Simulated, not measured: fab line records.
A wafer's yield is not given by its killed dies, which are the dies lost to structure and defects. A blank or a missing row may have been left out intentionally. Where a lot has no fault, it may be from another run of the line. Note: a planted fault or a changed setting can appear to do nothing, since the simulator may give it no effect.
Matching of chambers ; flow n5Finfet ; N5_BEOL_M6_STRIP_67 on rieDiel-04: 4 sister chambers
The step strips in CF4. 4 wafers are shown with their chamber, then 8 later ones without.

## EACH WAFER AND ITS CHAMBER
wafer;chamber;showerheadPlenumPTorr (Torr)
L087.3;3;1.79
L088.4;1;1.84
L088.5;2;1.78
L090.3;0;1.84

## WAFERS WITH NO CHAMBER GIVEN
wafer;showerheadPlenumPTorr (Torr)
L090.4;1.78
L090.6;1.84
L095.1;1.78
L095.4;1.78
L095.5;1.78
L093.3;1.78
L093.4;1.83
L093.6;1.84

## CHAMBER TAKEN BY EACH
wafer;from the rows above;in truth
L090.4;2;2
L090.6;can't be placed: 0 or 1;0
L095.1;2;2
L095.4;2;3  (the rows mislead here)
L095.5;2;2
L093.3;2;2
L093.4;can't be placed: 0 or 1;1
L093.6;can't be placed: 0 or 1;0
Correct placement for 4 of the 8. These rows do not allow placing 3 (true chamber among the candidates in 3). Placed wrongly: 1.
How it was worked out, from the rows above alone: a wafer's distance from a chamber is the root of the sum, over the readings, of the square of ((its reading less the chamber's mean) divided by the reading's scatter). The wafer belongs to the nearest chamber; if the next one is less than 2 further off, it can't be placed. Each chamber's mean is taken over the wafers shown for it. The scatter: root of mean squared gap, hidden wafer to nearest shown wafer, with one shown wafer a chamber.
